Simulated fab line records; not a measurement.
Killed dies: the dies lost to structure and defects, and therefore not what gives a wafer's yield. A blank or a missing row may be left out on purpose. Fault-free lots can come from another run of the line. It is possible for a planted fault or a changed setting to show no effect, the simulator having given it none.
A struck lot beside a sound one ; flow n5_finfet ; 16 steps out of a route of 1938
Sound: these wafers, L750.2, L750.4, L750.6. Struck: wafer L743.4 (L743.2, L743.5, from the same lot, were not struck and are left out); the cause is given at the end.
Order at every step that has rows: each side's tool, ch and its chambers, its first start. Under that, the readings that differ: sound wafers ; struck wafers ; difference of the means ; sigmas: that difference in standard deviations of wafers without a fault.
alike: a reading whose means differ by less than 2 such deviations, as well as words and numbers matching on both sides. not compared: withheld readings; readings where some wafer has no value; bounds like >300 that might hide an equal value; numbers whose values overlap and for which the record gives no deviation.
Wherever a step has rows on one side only, a row that says differs or no value, or a row with sigmas, the two part there. Numbers that don't overlap but have no deviation are shown without sigmas and don't part them. A reading that every wafer of one side lacks parts them only if that side has two wafers or more.

N5_BEOL_M3_SPUTTER_90: material Cu, target thk 4.5 nm, time 8.29 s.
  sound: pvd_sputter-02 at day 10 01:20; struck: pvd_sputter-03 at day 8 08:21
  alike: throttle_valve_pct
N5_BEOL_M3_ANNEAL_91: time 240 s.
  sound: pvd_sputter-02 at day 10 01:25; struck: pvd_sputter-03 at day 8 08:26
reading;sound;struck;difference;sigmas
heater_power_w (W);877 831 930;750;-129;-2
then, 1 step without rows for these wafers: N5_BEOL_M3_SPUTTER_92 (material Cu, target thk 4.5 nm, time 8.29 s).
N5_BEOL_M3_ANNEAL_93: time 240 s.
  sound: pvd_sputter-02 at day 10 01:38; struck: pvd_sputter-03 at day 8 08:39
  alike: heater_power_w
then, 2 steps without rows for these wafers: N5_BEOL_M3_SPUTTER_94 (material Cu, target thk 4.5 nm, time 8.29 s); N5_BEOL_M3_ANNEAL_95 (time 240 s).
N5_BEOL_M3_SPUTTER_96: material Cu, target thk 4.5 nm, time 8.29 s.
  sound: pvd_sputter-02 at day 10 01:59; struck: pvd_sputter-03 at day 8 09:01
  alike: throttle_valve_pct
then, 2 steps without rows for these wafers: N5_BEOL_M3_ECD_50 (material Cu, target thk 300 nm); N5_BEOL_M3_ANNEAL_51 (time 90 s).
N5_BEOL_M3_CMP_52: polishes, stops on SiOC, t overpolish 6.8 s, target thk 40 nm.
  sound on cmp-02 ch 0,1, day 10 02:29; struck on cmp-02 ch 0, day 8 09:35
  alike: barrier_field_endpoint_s, clearing_platen_down_force_psi, head_pressure_psi, motor_current_A, overpolish_run_s, slurry_filter_dp_kPa, time_to_endpoint_s
N5_BEOL_M3_THK_MEAS_53: measures by xrf.
  sound: film_metro-01 at day 10 02:46; struck: film_metro-02 at day 8 09:48
  alike: M3_THK
then, 1 step without rows for these wafers: N5_BEOL_M3_PRE_CLEAN_60 (time 15 s).
N5_BEOL_M3_CO_CAP_55: material Co, precursor CCTBA/H2, target thk 2 nm, time 102.1 s.
  sound on cvd_co-01 ch 1,2, day 10 02:51; struck on cvd_co-02 ch 2, day 8 09:53
reading;sound;struck;difference;sigmas
run_length_s (s);124.5 124.6 125.2;181.1;+56.3;+99 or more
model.Co_of_BEOL_M3_CO_CAP_55.thk_nm (nm);1.8 1.8 2;2.8;+0.9;
  alike: heater_power_w
  not compared: since_wet_clean_h
then, 1 step without rows for these wafers: N5_BEOL_M3_PRE_CLEAN_56 (time 15 s).
N5_BEOL_M4_RC_MEAS_101:
  sound on prober-01 ch 0, day 10 14:01; struck on prober-02 ch 0, day 8 21:43
  alike: DIBL_N, DIBL_P, IOFF_N, IOFF_P, ION_N, ION_P, SS_N, SS_P, VT_N, VT_P
next, for these wafers, 1 step has no rows: N5_PASSIVATION_PROBE_49.

## WHERE THEY PART
Earliest at N5_BEOL_M3_ANNEAL_91; latest, in this record, at N5_BEOL_M3_CO_CAP_55. Later steps at which nothing parts them and some readings are alike: N5_BEOL_M4_RC_MEAS_101.

WHY: whatever the simulator had introduced
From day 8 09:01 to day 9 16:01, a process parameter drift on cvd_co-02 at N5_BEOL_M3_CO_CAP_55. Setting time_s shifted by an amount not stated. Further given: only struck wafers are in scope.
